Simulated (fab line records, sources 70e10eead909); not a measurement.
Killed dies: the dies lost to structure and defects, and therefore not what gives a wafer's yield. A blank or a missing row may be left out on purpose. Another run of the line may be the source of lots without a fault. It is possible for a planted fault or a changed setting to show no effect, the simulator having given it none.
A struck lot beside a sound one | flow nand_harc | 23 out of 1159 route steps
Sound: these wafers, L447.2, L447.4, L447.5. Struck: wafers L458.1, L458.2, L458.5. The cause comes at the end.
Per side, at each step with rows, come the tool, then ch with its chambers, and then its first start. Under that, the readings that differ: sound wafers | struck wafers | difference of the means | sigmas: that difference in standard deviations of wafers without a fault.
alike: a reading whose means differ by less than 2 such deviations, as well as words and numbers matching on both sides. not compared: withheld readings; readings where some wafer has no value; bounds like >300 that might hide an equal value; numbers whose values overlap and for which the record gives no deviation.
Wherever a step has rows on one side only, a row that says differs or no value, or a row with sigmas, the two part there. When numbers do not overlap yet have no deviation, they are printed without sigmas and do not part them. A reading missing from all wafers of one side parts the sides only when that side holds two or more wafers.

first, 10 steps without rows for these wafers: NHARC_A_M0_SRD_25; NHARC_A_M0_PRE_CLEAN_31 (time 12 s); NHARC_A_M0_DEP_32 (deposits SiCN, target thk 30 nm); NHARC_A_M1_DEP_00 (deposits SiOC, target thk 182.5 nm); NHARC_A_M1_DEHYDRATE_01 (time 120 s); NHARC_A_M1_HMDS_02 (time 30 s); NHARC_A_M1_COAT_34 (time 65 s); NHARC_A_M1_COAT_03 (resist thk 90 nm); NHARC_A_M1_SOFTBAKE_04 (time 55 s); NHARC_A_M1_EBR_05.
NHARC_A_M1_EXPOSE_06: exposes mask A M1, target cd 120 nm.
  sound on arfi_scanner-02 ch 0, day 17 20:47; struck on arfi_scanner-02 ch 0, day 20 21:56
  reading              | sound             | struck            | difference | sigmas
  exposure_dose_mJ_cm2 | 75.08 75.18 75.21 | 89.86 89.86 89.69 | +14.65     | +99 or more
  alike: mask
then, 2 steps without rows for these wafers: NHARC_A_M1_PEB_07 (peb time 65 s); NHARC_A_M1_DEVELOP_08 (develop time 35 s).
NHARC_A_M1_CD_MEAS_09: the cd target is 120 nm.
  sound on cd_sem-02 ch 0, day 17 20:55; struck on cd_sem-01 ch 0
  reading    | sound             | struck            | difference | sigmas
  cd_nm (nm) | 119.5 120.4 119.7 | 131.5 131.9 131.5 | +11.8      | +17
  not compared: hold
NHARC_A_M1_OVL_MEAS_10: pitch 240 nm.
  sound on overlay-02, day 17 21:01; struck on overlay-01, day 21 03:01
  reading | sound | struck                                                                     | difference                   | sigmas
  hold    | - - - | await_dispo/4.7h/release await_dispo/4.7h/release await_dispo/4.7h/release | no value on the sound wafers |
  alike: overlay_x_nm, overlay_y_nm
NHARC_A_M1_DESCUM_14: chemistry O2, time 3 s.
  sound on rie_diel-07 ch 0,1, day 17 21:07; struck on rie_diel-07 ch 0,2, day 21 03:27
  reading               | sound             | struck            | difference | sigmas
  model.A_M1.cd_nm (nm) | 119.5 120.4 119.7 | 132.3 131.6 131.2 | +11.8      |
  alike: drypump_motor_current_A, oes_product_au, rf_vpp_V, showerhead_plenum_p_Torr, throttle_valve_pct
  not compared: rf_hours_counter_h
then, 2 steps without rows for these wafers: NHARC_A_M1_ETCH_35 (etches the open film in N2/H2, target depth 40 nm, overetch 12 nm, time 43.94 s); NHARC_A_M1_ETCH_15 (etches the open film in C4F8/Ar, target depth 182.5 nm, time 91.2 s).
NHARC_A_M1_CD_MEAS_16:
  sound on cd_sem-02, day 17 21:28; struck on cd_sem-03, day 21 03:57
  reading    | sound             | struck            | difference | sigmas
  cd_nm (nm) | 119.7 120.7 119.5 | 131.7 131.0 130.3 | +11.0      | +13
  not compared: hold
NHARC_A_M1_STRIP_18: strips in N2/H2.
  sound on rie_diel-09 ch 0,1,3, day 17 21:34; struck on rie_diel-05 ch 0,1,3, day 21 05:35
  reading | sound | struck                                                                     | difference                   | sigmas
  hold    | - - - | await_dispo/1.4h/release await_dispo/1.4h/release await_dispo/1.4h/release | no value on the sound wafers |
  alike: drypump_motor_current_A, oes_product_au, rf_fwd_power_W, rf_vpp_V, showerhead_plenum_p_Torr, throttle_valve_pct
  not compared: rf_hours_counter_h
NHARC_A_M1_ETCH_28: etches the open film in CF4/N2, target depth 30 nm, time 72.99 s.
  sound on rie_diel-09 ch 0,1,2; struck on rie_diel-05 ch 1,2,3
  reading               | sound             | struck          | difference | sigmas
  model.A_M1.cd_nm (nm) | 119.4 120.2 120.3 | 132 130.7 129.8 | +11        |
  alike: drypump_motor_current_A, oes_product_au, rf_fwd_power_W, rf_vpp_V, showerhead_plenum_p_Torr, throttle_valve_pct
  not compared: rf_hours_counter_h
then, 1 step without rows for these wafers: NHARC_A_M1_STRIP_19 (strips in post etch residue remover, time 600 s).
NHARC_END_SORT_01:
  sound on prober-02 ch 0, day 19 19:53; struck on prober-02 ch 0, day 22 23:55
  alike: defect_limited_yield, killed_at_array, killed_at_other, killed_at_periphery, killed_dies, killed_open, killed_short, sort_bin_2_pct, sort_bin_3_pct, sort_bin_4_pct, sort_n_pass, sort_rim_yield_pct, sort_yield_pct

WHERE THEY PART
First at NHARC_A_M1_EXPOSE_06; last, within this record, at NHARC_A_M1_STRIP_18. Later steps at which nothing parts them and some readings are alike: NHARC_A_M1_ETCH_28, NHARC_END_SORT_01.

WHY: what the simulator had put in
Process parameters drifting: arfi_scanner-02 at NHARC_A_M1_EXPOSE_06, beginning at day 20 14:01. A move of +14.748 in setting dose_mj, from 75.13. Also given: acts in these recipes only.
